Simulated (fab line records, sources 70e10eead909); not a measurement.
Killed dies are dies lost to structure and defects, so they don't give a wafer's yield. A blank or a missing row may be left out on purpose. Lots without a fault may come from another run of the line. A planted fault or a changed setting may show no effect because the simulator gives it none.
Chamber matching | flow nand_harc | NHARC_A_STAIRCASE_ETCH_253 on rie_diel-05: 4 sister chambers
The step etches the open film in C4F8/O2, target depth 50 nm, time 20.2 s. 4 wafers are shown with their chamber, then 8 later ones without.

WAFERS WITH THEIR CHAMBER
wafer  | chamber | rf_vpp_V (V)
L084.6 | 1       | 892
L085.1 | 0       | 904
L085.4 | 2       | 897
L091.1 | 3       | 896

WAFERS WITHOUT THEIR CHAMBER
wafer  | rf_vpp_V (V)
L091.2 | 904
L091.6 | 903
L092.3 | 893
L092.4 | 904
L092.5 | 897
L093.3 | 896
L093.4 | 904
L093.5 | 904

WHICH CHAMBER EACH WENT THROUGH
wafer  | from the rows above | in truth
L091.2 | 0                   | 0
L091.6 | 0                   | 0
L092.3 | 1                   | 1
L092.4 | 0                   | 0
L092.5 | 2                   | 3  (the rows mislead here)
L093.3 | 3                   | 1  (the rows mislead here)
L093.4 | 0                   | 0
L093.5 | 0                   | 0
Placed correctly: 6 of 8. Can't be placed from these rows: 0. Placed wrongly: 2.
How it was worked out, from the rows above alone: a wafer's distance from a chamber is the root of the sum, over the readings, of the square of ((its reading less the chamber's mean) divided by the reading's scatter). The wafer belongs to the nearest chamber; if the next one is less than 2 further off, it can't be placed. A chamber's mean is the mean of its shown wafers. The scatter: with one shown wafer a chamber, the root of the mean of the squares of how far each hidden wafer lies from its nearest shown one.
